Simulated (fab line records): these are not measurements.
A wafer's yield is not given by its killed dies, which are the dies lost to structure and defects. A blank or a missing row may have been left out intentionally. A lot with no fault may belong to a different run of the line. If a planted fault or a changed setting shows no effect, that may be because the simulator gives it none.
Problem report, 8D (eight disciplines) form, completed by code | flow nand harc | the parts of the form that need people (team, actions taken, sign-off) are left out

## 1. WHAT IS WRONG
thk nm at NHARC_A_ONON_D1_THK_MEAS_21 reads a mean of 1873 nm on 6 wafers of 2 lots; wafers without a fault read 1004 nm with a standard deviation of 8.5. That is +99 or more standard deviations from the usual mean.
The step: measures by ellipsometry.
Seen first at day 12 14:26 on film metro-01, wafer L782.3. The record holds 39 wafers of 13 lots with a number at this step. By rule, "out" or "out of limits" means more than 4 standard deviations away from the usual mean. The rest of the wafers with a number are treated as sound.

## 2. WHAT IT IS; WHAT IT IS NOT
question                    | is                     | is not
which readings at this step | thk nm                 | -
which lots                  | L782, L785             | L765, L766, L767, L769, L770, L772, L773, L775, L776, L777, L779
which wafers of those lots  | all that have a number | -
read on which gauges        | film metro-01          | film metro-02
when                        | from day 12 14:26      | up to then (33 sound wafers)

## 3. WHAT RULES OUT EACH SUSPECT
Counting: any tool at a process step up to the reading is kept as a suspect provided that every lot that is out went through it and no sound lot did after the first of them.
- the gauge at NHARC_A_ONON_D1_THK_MEAS_21: kept. All the wafers that are out were read on film metro-01, and no step on other tools shows them out.
- rie diel-11 at NHARC_P_BONDPAD_ACTIVATE_29 (chemistry N2, time 60 s): kept. All lots that are out passed through it, beginning with L782 at day 11 03:56, and no sound lot followed; its final sound lot before that point was L779 at day 10 12:10.
- pecvd onon-01 at NHARC_A_ONON_D1_DEP_19 (target thk 1000 nm): kept. All lots that are out passed through it, beginning with L782 at day 12 14:02, and no sound lot followed; its final sound lot before that point was L779 at day 11 22:16.
The count leaves rie diel-11 at NHARC_P_BONDPAD_ACTIVATE_29, pecvd onon-01 at NHARC_A_ONON_D1_DEP_19, and film metro-01 at NHARC_A_ONON_D1_THK_MEAS_21.

## 4. THE CAUSE (what the simulator had put in)
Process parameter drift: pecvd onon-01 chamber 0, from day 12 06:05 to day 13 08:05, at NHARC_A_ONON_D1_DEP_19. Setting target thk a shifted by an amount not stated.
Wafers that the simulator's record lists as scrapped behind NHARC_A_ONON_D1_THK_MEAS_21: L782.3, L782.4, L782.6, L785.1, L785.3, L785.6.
Of the 3 suspects that counting leaves, this tool is one.

## 5. THE CHAIN OF EFFECTS, in route order
Rows list readings where the struck wafers' mean (over those with a number) sits beyond 3 standard deviations from the usual. Readings are gone through only where the record gives a usual standard deviation; hours: the median, over the lots, of the time from a lot's start at the first step in this table giving one to that lot's start at this step; sigmas: the change measured in usual standard deviations.
hours | step                        | reading | usual   | on struck wafers | change | sigmas
0     | NHARC_A_ONON_D1_THK_MEAS_21 | thk nm  | 1004 nm | 1873             | +869   | +99 or more

## 6. WHAT WOULD HAVE CAUGHT IT SOONER
Counted from the fault's start at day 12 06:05, it took 8 hours until the first out-of-limits reading at a measuring or inspecting step in this record, taken at day 12 14:26.
L785, from the lots that are out (2), started NHARC_A_ONON_D1_DEP_19 on pecvd onon-01 later than day 12 14:26. A hold on the tool at that time would have spared it.
